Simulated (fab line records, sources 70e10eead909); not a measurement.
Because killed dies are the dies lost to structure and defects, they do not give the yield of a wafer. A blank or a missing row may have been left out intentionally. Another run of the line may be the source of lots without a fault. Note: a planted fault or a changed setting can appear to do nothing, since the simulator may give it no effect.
Matching of chambers -- flow nand harc -- NHARC_P_M1_CMP_23 on cmp-03: 4 sister chambers
The step polishes, t overpolish 20 s, target thk 157.82 nm. 8 wafers are shown with their chamber, then 9 later ones without.

== EACH WAFER AND ITS CHAMBER ==
wafer,chamber,time to endpoint s (s),motor current A (A)
L084.3,1,28.5,11.5
L087.3,0,28.9,11.7
L087.4,3,24.7,11.8
L089.2,1,26.3,10.7
L089.3,0,30.6,12.6
L090.4,2,23.3,11.3
L090.5,2,27.0,11.0
L090.6,3,27.1,11.4

== WAFERS WHOSE CHAMBER IS MISSING ==
wafer,time to endpoint s (s),motor current A (A)
L092.3,26.3,11.1
L092.4,29.5,11.7
L092.5,27.9,10.9
L094.1,28.5,11.3
L094.3,27.1,11.4
L094.6,28.2,11.5
L097.1,23.4,12.1
L097.3,26.2,11.7
L097.5,23.3,11.1

== WHICH CHAMBER EACH ONE RAN IN ==
wafer,from the rows above,in truth
L092.3,can't be placed: 1 or 2 or 3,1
L092.4,can't be placed: 0 or 1 or 3 or 2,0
L092.5,can't be placed: 1 or 2 or 3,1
L094.1,can't be placed: 1 or 3 or 2 or 0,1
L094.3,can't be placed: 1 or 3 or 2 or 0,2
L094.6,can't be placed: 1 or 3 or 0 or 2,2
L097.1,can't be placed: 3 or 2 or 1 or 0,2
L097.3,can't be placed: 3 or 2 or 1 or 0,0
L097.5,can't be placed: 2 or 3 or 1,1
Correct placement for 0 of the 9. From these rows, 9 cannot be placed; in 9 the true chamber is one of the candidates. Number placed wrongly: 0.
How it was worked out, from the rows above alone: a wafer's distance from a chamber is the root of the sum, over the readings, of the square of ((its reading less the chamber's mean) divided by the reading's scatter). If the next closest chamber is less than 2 further off than the closest, the wafer can't be placed; otherwise it belongs to the closest. Each chamber's mean is taken over the wafers shown for it. The scatter: the root of (the sum of the squares of (reading less its chamber's mean) over the shown wafers, divided by (wafers less chambers)).
